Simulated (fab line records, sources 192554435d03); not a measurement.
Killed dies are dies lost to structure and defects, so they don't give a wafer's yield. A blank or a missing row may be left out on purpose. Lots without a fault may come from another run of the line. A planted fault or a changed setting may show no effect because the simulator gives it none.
Chamber matching | flow n5_finfet | N5_BEOL_M0_SAQP_STRIP_108 on rie_diel-02: 4 sister chambers
The step strips in N2/H2. 14 wafers are shown with their chamber, then 7 later ones without.

WAFERS WITH THEIR CHAMBER
wafer  | chamber | drypump_motor_current_A (A) | showerhead_plenum_p_Torr (Torr) | oes_product_au (a.u.)
L076.1 | 0       | 6.6                         | 3.18                            | 0.72
L076.3 | 2       | 5.3                         | 3.44                            | 0.96
L076.6 | 1       | 5.9                         | 3.37                            | 0.76
L077.1 | 2       | 5.3                         | 3.44                            | 0.96
L077.3 | 0       | 6.5                         | 3.18                            | 0.72
L077.6 | 1       | 5.9                         | 3.37                            | 0.76
L083.1 | 3       | 5.9                         | 3.43                            | 0.91
L083.2 | 0       | 6.6                         | 3.18                            | 0.71
L083.4 | 0       | 6.6                         | 3.18                            | 0.71
L087.1 | 1       | 5.9                         | 3.36                            | 0.74
L087.3 | 2       | 5.3                         | 3.43                            | 0.91
L087.6 | 2       | 5.3                         | 3.43                            | 0.92
L091.3 | 1       | 5.9                         | 3.35                            | 0.74
L091.5 | 3       | 5.9                         | 3.42                            | 0.88

SIGNATURES (means of the wafers above)
reading                  | chamber 0 | chamber 1 | chamber 2 | chamber 3 | scatter within a chamber
drypump_motor_current_A  | 6.575     | 5.900     | 5.300     | 5.900     | 0.0274
showerhead_plenum_p_Torr | 3.1800    | 3.3625    | 3.4350    | 3.4250    | 0.00652
oes_product_au           | 0.7150    | 0.7500    | 0.9375    | 0.8950    | 0.0174
Rule: a wafer's distance from a chamber is the root of the sum, over the readings, of the square of ((its reading less the chamber's mean) divided by the reading's scatter). The wafer belongs to the nearest chamber; if the next one is less than 2 further off, it can't be placed. The scatter: the root of (the sum of the squares of (reading less its chamber's mean) over the shown wafers, divided by (wafers less chambers)).

WAFERS WITHOUT THEIR CHAMBER
wafer  | drypump_motor_current_A (A) | showerhead_plenum_p_Torr (Torr) | oes_product_au (a.u.)
L091.6 | 6.5                         | 3.17                            | 0.68
L094.1 | 5.3                         | 3.42                            | 0.88
L094.2 | 6.5                         | 3.16                            | 0.69
L094.5 | 5.9                         | 3.42                            | 0.86
L096.2 | 5.9                         | 3.42                            | 0.85
L096.3 | 5.3                         | 3.42                            | 0.88
L096.4 | 6.5                         | 3.16                            | 0.69

WHICH CHAMBER EACH WENT THROUGH
wafer  | from the rows above | in truth
L091.6 | 0                   | 0
L094.1 | 2                   | 2
L094.2 | 0                   | 0
L094.5 | 3                   | 3
L096.2 | 3                   | 3
L096.3 | 2                   | 2
L096.4 | 0                   | 0
Placed correctly: 7 of 7. Can't be placed from these rows: 0. Placed wrongly: 0.
